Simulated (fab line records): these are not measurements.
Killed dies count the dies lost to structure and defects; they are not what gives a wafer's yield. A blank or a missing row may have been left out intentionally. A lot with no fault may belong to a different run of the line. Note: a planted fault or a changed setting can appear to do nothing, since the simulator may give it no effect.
fab line records    flow n5Finfet
record: lots: 7  wafers: 21
route steps=1938 shown BEOL_M15@1801 TV_LITHO@1879 TV_OPEN@1890 PASSIVATION@1901
startH: start of the lot's first displayed wafer, in hours after the record's first day    waitH: hours elapsed since this lot's preceding step    " as in the row above    L1.1+2: a row that stands for several wafers    - no value, or no start given    * or withheld: withheld    < > ~ a bound
route shown NAME@n: names a module that has steps shown in the file, with the first one's number in the route    usual: the fault-free wafers' mean and standard deviation    same: alike in all rows    chamber/n: place in a boat    sites: each site's reading    _std_site: standard deviation of those values    _edge_site: mean of outer sites minus mean of inner sites    radiusMm: for every site, how far away it sits from the centre of the wafer    mask NAME#n: copy n    behind: tool/chamber where the wafer was last shaped    hold: why the lot went on hold/how many hours it stayed there/how the hold came to an end    device: which transistor (n, p or np) failed to switch    end of line: the same wafers' tests at the end of the route    a step without rows: its recipe alone    killed: the dies lost at the first sort to structure and to defects; this is not the yield of the wafer    map: dies across one wafer; x = killed, . = not, _ = none there
set.NAME: setting as actually run; set.NAME@STEP: the setting as run at that earlier step    model.NAME: the simulator's own value behind a step, which no gauge read
lots run with intentionally changed settings; tables by step, rows by wafer
== steps ==
step: N5_BEOL_M15_PEB_26
recipe: pebTempC: 130  pebTimeS: 90
lot.wafer   tool           chamber  startH  waitH  set.pebTempC
L077.1+4+5  lithoTrack-04  0        284.25  0.1    130
L081.1+3+6  lithoTrack-02  0        312.72  0.1    130
L084.1+4    lithoTrack-03  0        317.01  0.1    128
L084.6      "              0        "       "      130
L083.1+4    lithoTrack-04  0        329.91  0.1    130
L083.2      "              0        "       "      133.6
L089.3+4    lithoTrack-04  0        379.70  0.0    130
L089.5      "              0        "       "      133.6
L093.1      lithoTrack-04  0        406.03  0.1    127.6
L093.5+6    "              0        "       "      130
L095.4+5    lithoTrack-02  0        406.07  0.0    130
L095.6      "              0        "       "      131
step: N5_BEOL_M15_DEVELOP_27
recipe: developTimeS: 45  rinseLiquid: diw  dry: airSpin  devTempC: 21
step: N5_BEOL_M15_HARDBAKE_32
recipe: tempC: 130  timeS: 120
step: N5_BEOL_M15_CD_MEAS_28
recipe: targetCdNm: 407.6  landingEnergyEv: 500  detector: seInlens
usual: cdNm: 407.7/2
lot.wafer  tool      chamber  startH  waitH  set.pebTempC@BEOL_M15_PEB_26  cdNm
L077.1     cdSem-02  0        284.36  -      130                           406.6
L077.4     "         0        "       "      130                           405.3
L077.5     "         0        "       "      130                           405.8
L081.1     cdSem-01  0        312.83  -      130                           406.4
L081.3     "         0        "       "      130                           406.3
L081.6     "         0        "       "      130                           407.9
L084.1     cdSem-02  0        317.12  -      128                           398.1
L084.4     "         0        "       "      128                           395.9
L084.6     "         0        "       "      130                           406.5
L083.1     cdSem-02  0        330.02  -      130                           408.1
L083.2     "         0        "       "      133.6                         423.0
L083.4     "         0        "       "      130                           408.6
L089.3     cdSem-02  0        379.81  -      130                           408.8
L089.4     "         0        "       "      130                           407.8
L089.5     "         0        "       "      133.6                         421.9
L093.1     cdSem-02  0        406.14  -      127.6                         397.5
L093.5     "         0        "       "      130                           407.6
L093.6     "         0        "       "      130                           408.2
L095.4     cdSem-01  0        406.18  -      130                           408.4
L095.5     "         0        "       "      130                           410.8
L095.6     "         0        "       "      131                           412.8
step: N5_BEOL_M15_DESCUM_33
recipe: chemistry: O2  timeS: 7.9  sourcePowerW: 50  biasPowerW: 20  pressureMtorr: 20  rfFrequencyHz: 2.712e+07  tempC: 40  o2FlowSccm: 225
lot.wafer  tool        chamber  startH  waitH  set.pebTempC@BEOL_M15_PEB_26  model.BEOL_M15.cdNm
L077.1     rieDiel-05  2        284.68  0.3    130                           406.4
L077.4     "           3        "       "      130                           405.4
L077.5     "           1        "       "      130                           406.2
L081.1     rieDiel-05  1        312.92  0.0    130                           406.2
L081.3     "           2        "       "      130                           406.4
L081.6     "           0        "       "      130                           407.8
L084.1     rieDiel-01  2        317.43  0.3    128                           398
L084.4     "           1        "       "      128                           396
L084.6     "           1        "       "      130                           406.6
L083.1     rieDiel-01  1        330.11  0.0    130                           408
L083.2     "           3        "       "      133.6                         422.6
L083.4     "           2        "       "      130                           408.4
L089.3     rieDiel-06  0        380.35  0.5    130                           408.8
L089.4     "           2        "       "      130                           408.4
L089.5     "           2        "       "      133.6                         422.2
L093.1     rieDiel-06  2        406.23  0.0    127.6                         397.8
L093.5     "           2        "       "      130                           407.6
L093.6     "           1        "       "      130                           408.2
L095.4     rieDiel-05  1        406.27  0.0    130                           408
L095.5     "           0        "       "      130                           411
L095.6     "           1        "       "      131                           412.4
step: N5_BEOL_M15_ETCH_61
recipe: chemistry: N2/H2  target: BARC  targetDepthA: 890  overetchA: 267  timeS: 67.9  ionEnergyEv: 200  pressureMtorr: 30  sourceW: 840  biasW: 150  n2FlowSccm: 200  h2FlowSccm: 200
lot.wafer  tool        chamber  startH  waitH  set.pebTempC@BEOL_M15_PEB_26  model.BEOL_M15.cdNm
L077.1     rieDiel-05  2        284.72  0.0    130                           399.8
L077.4     "           3        "       "      130                           398.2
L077.5     "           1        "       "      130                           397.4
L081.1     rieDiel-05  1        312.95  0.0    130                           396.6
L081.3     "           2        "       "      130                           399.8
L081.6     "           0        "       "      130                           399.6
L084.1     rieDiel-01  2        317.47  0.0    128                           389.6
L084.4     "           1        "       "      128                           387.6
L084.6     "           1        "       "      130                           398.2
L083.1+4   rieDiel-01  1,2      330.15  0.0    130                           399.8
L083.2     "           3        "       "      133.6                         415.4
L089.3     rieDiel-06  0        380.38  0.0    130                           401.4
L089.4     "           2        "       "      130                           401
L089.5     "           2        "       "      133.6                         415.6
L093.1     rieDiel-06  2        406.27  0.0    127.6                         391.2
L093.5     "           2        "       "      130                           401.2
L093.6     "           1        "       "      130                           401.6
L095.4     rieDiel-05  1        406.30  0.0    130                           399.8
L095.5     "           0        "       "      130                           404.2
L095.6     "           1        "       "      131                           405.2
step: N5_BEOL_M15_TRENCH_ETCH_34
recipe: chemistry: C4F8/O2/Ar  target: SiO2  targetDepthA: 8729.3  heInnerTorr: 15  heOuterTorr: 30  timeS: 199  ionEnergyEv: 800  pressureMtorr: 20  sourceW: 1905  biasW: 2040  Ar_flow_sccm: 400  C4F8_flow_sccm: 16  O2_flow_sccm: 12
lot.wafer  tool        chamber  startH  waitH  set.pebTempC@BEOL_M15_PEB_26  model.BEOL_M15.cdNm
L077.1     rieDiel-05  2        284.77  0.0    130                           399
L077.4     "           3        "       "      130                           398
L077.5     "           1        "       "      130                           397
L081.1     rieDiel-05  1        313.01  0.0    130                           397
L081.3     "           2        "       "      130                           399.8
L081.6     "           0        "       "      130                           399.6
L084.1     rieDiel-01  2        317.52  0.0    128                           390.4
L084.4     "           1        "       "      128                           388
L084.6     "           1        "       "      130                           398.8
L083.1     rieDiel-01  1        330.20  0.0    130                           400.4
L083.2     "           3        "       "      133.6                         415.6
L083.4     "           2        "       "      130                           399.8
L089.3     rieDiel-06  0        380.43  0.0    130                           401.8
L089.4     "           2        "       "      130                           400.8
L089.5     "           2        "       "      133.6                         415.6
L093.1     rieDiel-06  2        406.32  0.0    127.6                         391.4
L093.5     "           2        "       "      130                           401.2
L093.6     "           1        "       "      130                           401
L095.4     rieDiel-05  1        406.35  0.0    130                           400.2
L095.5     "           0        "       "      130                           404.6
L095.6     "           1        "       "      131                           405.2
step: N5_PASSIVATION_EXPOSE_07
recipe: maskId: TV  na: 0.55  sourceShape: conventional  sigmaOuter: 0.8  polarization: unpolarized  defocusNm: 0  targetCdNm: 3000  doseMj: 22.75
lot.wafer   tool           chamber  startH  waitH  mask  set.doseMj
L077.1+4+5  krfScanner-02  0        301.86  -      TV#0  22.75
L081.1+3+6  krfScanner-02  0        325.44  -      TV#0  22.75
L084.1      krfScanner-02  0        330.54  -      TV#0  22.75
L084.4+6    "              0        "       "      TV#0  24.42
L083.1+4    krfScanner-02  0        338.45  -      TV#0  21.97
L083.2      "              0        "       "      TV#0  22.75
L089.3      krfScanner-01  0        390.33  -      TV#0  21.88
L089.4+5    "              0        "       "      TV#0  22.75
L093.1+5+6  krfScanner-02  0        416.81  -      TV#0  22.75
L095.4+5+6  krfScanner-02  0        420.83  -      TV#0  22.75
step: N5_PASSIVATION_PEB_08
recipe: pebTempC: withheld  pebTimeS: *
step: N5_PASSIVATION_DEVELOP_09
recipe: developTimeS: 60  rinseLiquid: diw  dry: airSpin  devTempC: 21
step: N5_PASSIVATION_HARDBAKE_11
recipe: tempC: 130  timeS: 120
step: N5_PASSIVATION_CD_MEAS_10
recipe: targetCdNm: 3000  landingEnergyEv: 500  detector: seInlens
usual: cdNm: 3000.8/2.8
lot.wafer  tool      chamber  startH  waitH  set.doseMj@PASSIVATION_EXPOSE_07  cdNm
L077.1     cdSem-01  0        302.04  -      22.75                             2997.2
L077.4     "         0        "       "      22.75                             2995.9
L077.5     "         0        "       "      22.75                             2997.6
L081.1     cdSem-01  0        325.62  -      22.75                             3004.3
L081.3     "         0        "       "      22.75                             3001.6
L081.6     "         0        "       "      22.75                             3000.1
L084.1     cdSem-03  0        330.72  -      22.75                             3002.9
L084.4     "         0        "       "      24.42                             3015.7
L084.6     "         0        "       "      24.42                             3017.2
L083.1     cdSem-02  0        338.63  -      21.97                             2989.3
L083.2     "         0        "       "      22.75                             2997.9
L083.4     "         0        "       "      21.97                             2994.3
L089.3     cdSem-02  0        390.50  -      21.88                             2996.1
L089.4     "         0        "       "      22.75                             3002.3
L089.5     "         0        "       "      22.75                             3001.6
L093.1     cdSem-03  0        416.99  -      22.75                             3001.7
L093.5     "         0        "       "      22.75                             3004.2
L093.6     "         0        "       "      22.75                             2998.3
L095.4     cdSem-01  0        421.00  -      22.75                             3003.2
L095.5     "         0        "       "      22.75                             3001.8
L095.6     "         0        "       "      22.75                             3000.4
step: N5_PASSIVATION_DESCUM_12
recipe: chemistry: O2  timeS: 7.9  sourcePowerW: 50  biasPowerW: 20  pressureMtorr: 20  rfFrequencyHz: 2.712e+07  tempC: 40  o2FlowSccm: 225
lot.wafer  tool        chamber  startH  waitH  set.doseMj@PASSIVATION_EXPOSE_07  model.TV_LITHO.cdNm
L077.1     rieDiel-06  3        302.23  0.1    22.75                             2997
L077.4     "           1        "       "      22.75                             2996
L077.5     "           1        "       "      22.75                             2998
L081.1     rieDiel-01  0        325.71  0.0    22.75                             3005
L081.3     "           1        "       "      22.75                             3001
L081.6     "           3        "       "      22.75                             3000
L084.1     rieDiel-05  1        330.80  0.0    22.75                             3003
L084.4     "           0        "       "      24.42                             3016
L084.6     "           2        "       "      24.42                             3017
L083.1     rieDiel-01  3        338.72  0.0    21.97                             2989
L083.2     "           2        "       "      22.75                             2998
L083.4     "           0        "       "      21.97                             2994
L089.3     rieDiel-01  2        390.95  0.4    21.88                             2996
L089.4+5   "           0,2      "       "      22.75                             3002
L093.1     rieDiel-01  1        417.59  0.5    22.75                             3002
L093.5     "           1        "       "      22.75                             -
L093.6     "           3        "       "      22.75                             2998
L095.4     rieDiel-06  3        421.65  0.6    22.75                             3004
L095.5     "           0        "       "      22.75                             3002
L095.6     "           2        "       "      22.75                             3000
step: N5_PASSIVATION_ETCH_15
recipe: chemistry: CF4/N2  target: SiCN  targetDepthA: 750  taperDeg: 2  timeS: 81.2  ionEnergyEv: 150  maskMaterial: SiNx  pressureMtorr: 40  sourceW: 430  biasW: 70  Ar_flow_sccm: 100  cf4FlowSccm: 60  n2FlowSccm: 60
usual: rfVppV: 383.5/1.5
lot.wafer  tool        chamber  startH  waitH  set.biasW  rfVppV
L077.1     rieDiel-06  3        -       -      70         383.0
L077.4     "           1        "       "      70         383.5
L077.5     "           1        "       "      70         384.3
L081.1     rieDiel-01  0        -       -      80.8       419.4
L081.3     "           1        "       "      80.8       417.9
L081.6     "           3        "       "      70         385.2
L084.1     rieDiel-05  1        -       -      70         383.2
L084.4     "           0        "       "      70         382.9
L084.6     "           2        "       "      70         382.4
L083.1     rieDiel-01  3        -       -      57.46      340.4
L083.2     "           2        "       "      57.46      340.1
L083.4     "           0        "       "      70         381.4
L089.3     rieDiel-01  2        -       -      77.49      411.1
L089.4     "           0        "       "      70         382.8
L089.5     "           2        "       "      77.49      410.9
L093.1     rieDiel-01  1        -       -      70         380.8
L093.5     "           1        "       "      70         382.4
L093.6     "           3        "       "      70         384.7
L095.4     rieDiel-06  3        -       -      59.37      344.7
L095.5     "           0        "       "      70         383.8
L095.6     "           2        "       "      70         383.0
step: N5_PASSIVATION_EXPOSE_27
recipe: maskId: PAD  na: 0.55  sourceShape: conventional  sigmaOuter: 0.8  polarization: unpolarized  defocusNm: 0  doseMj: 32.3
lot.wafer   tool           chamber  startH  waitH  mask   set.doseMj
L077.1+4+5  krfScanner-01  0        304.01  -      PAD#0  32.3
L081.1+3+6  krfScanner-02  0        327.59  -      PAD#0  32.3
L084.1+6    krfScanner-01  0        332.56  -      PAD#0  30.94
L084.4      "              0        "       "      PAD#0  32.3
L083.1+2+4  krfScanner-02  0        340.68  -      PAD#0  32.3
L089.3+4    krfScanner-02  0        392.48  -      PAD#0  32.3
L089.5      "              0        "       "      PAD#0  33.65
L093.1+6    krfScanner-01  0        418.98  -      PAD#0  30.77
L093.5      "              0        "       "      PAD#0  32.3
L095.4+6    krfScanner-02  0        425.24  -      PAD#0  31.13
L095.5      "              0        "       "      PAD#0  32.3
step: N5_PASSIVATION_DEVELOP_29
recipe: developTimeS: 60  rinseLiquid: diw  dry: airSpin  devTempC: 21
lot.wafer   tool           chamber  startH  waitH  set.developTimeS
L077.1+4+5  lithoTrack-03  0        -       -      60
L081.1+3+6  lithoTrack-05  0        -       -      60
L084.1+6    lithoTrack-01  0        -       -      46.81
L084.4      "              0        "       "      60
L083.1      lithoTrack-05  0        -       -      60
L083.2+4    "              0        "       "      52.45
L089.3+4+5  lithoTrack-03  0        -       -      60
L093.1+5    lithoTrack-01  0        -       -      60
L093.6      "              0        "       "      52
L095.4      lithoTrack-05  0        -       -      54.14
L095.5+6    "              0        "       "      60
step: N5_PASSIVATION_HARDBAKE_31
recipe: tempC: 130  timeS: 120
step: N5_PASSIVATION_CD_MEAS_30
recipe: targetCdNm: 4000  landingEnergyEv: 500  detector: seInlens  polarity: opening
usual: cdNm: 3999.9/1.5
lot.wafer  tool      chamber  startH  waitH  set.doseMj@PASSIVATION_EXPOSE_27  cdNm
L077.1     cdSem-03  0        304.18  -      32.3                              3996.4
L077.4     "         0        "       "      32.3                              3997.9
L077.5     "         0        "       "      32.3                              3998.4
L081.1     cdSem-02  0        327.76  -      32.3                              4000.4
L081.3     "         0        "       "      32.3                              3998.1
L081.6     "         0        "       "      32.3                              3999.7
L084.1     cdSem-03  0        332.73  -      30.94                             3989.0
L084.4     "         0        "       "      32.3                              4001.4
L084.6     "         0        "       "      30.94                             3989.9
L083.1     cdSem-02  0        340.85  -      32.3                              3999.5
L083.2     "         0        "       "      32.3                              3997.8
L083.4     "         0        "       "      32.3                              3998.7
L089.3     cdSem-02  0        392.65  -      32.3                              3997.5
L089.4     "         0        "       "      32.3                              3997.5
L089.5     "         0        "       "      33.65                             4006.1
L093.1     cdSem-02  0        419.16  -      30.77                             3990.3
L093.5     "         0        "       "      32.3                              3996.0
L093.6     "         0        "       "      30.77                             3987.1
L095.4     cdSem-02  0        425.40  -      31.13                             3990.0
L095.5     "         0        "       "      32.3                              4000.1
L095.6     "         0        "       "      31.13                             3993.4
== key ==
split: step: N5_BEOL_M15_PEB_26  setting: pebTempC  stated: 130  by: wafer
response: step: N5_BEOL_M15_CD_MEAS_28  reading: cdNm  change: +5.29  per: 1%  r: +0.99
response: step: N5_BEOL_M15_DESCUM_33  reading: model.BEOL_M15.cdNm  change: +5.21  per: 1%  r: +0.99
response: step: N5_BEOL_M15_ETCH_61  reading: model.BEOL_M15.cdNm  change: +5.49  per: 1%  r: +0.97
response: step: N5_BEOL_M15_TRENCH_ETCH_34  reading: model.BEOL_M15.cdNm  change: +5.41  per: 1%  r: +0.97
split: step: N5_PASSIVATION_EXPOSE_07  setting: doseMj  stated: 22.75  by: wafer
response: step: N5_PASSIVATION_CD_MEAS_10  reading: cdNm  change: +1.78  per: 1%  r: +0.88
response: step: N5_PASSIVATION_DESCUM_12  reading: model.TV_LITHO.cdNm  change: +1.83  per: 1%  r: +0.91
split: step: N5_PASSIVATION_ETCH_15  setting: biasW  stated: 70  by: wafer
response: step: N5_PASSIVATION_ETCH_15  reading: rfVppV  change: +2.37  per: 1%  r: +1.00
split: step: N5_PASSIVATION_EXPOSE_27  setting: doseMj  stated: 32.3  by: wafer
response: step: N5_PASSIVATION_CD_MEAS_30  reading: cdNm  change: +2.14  per: 1%  r: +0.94
split: step: N5_PASSIVATION_DEVELOP_29  setting: developTimeS  stated: 60  by: wafer
response none clear
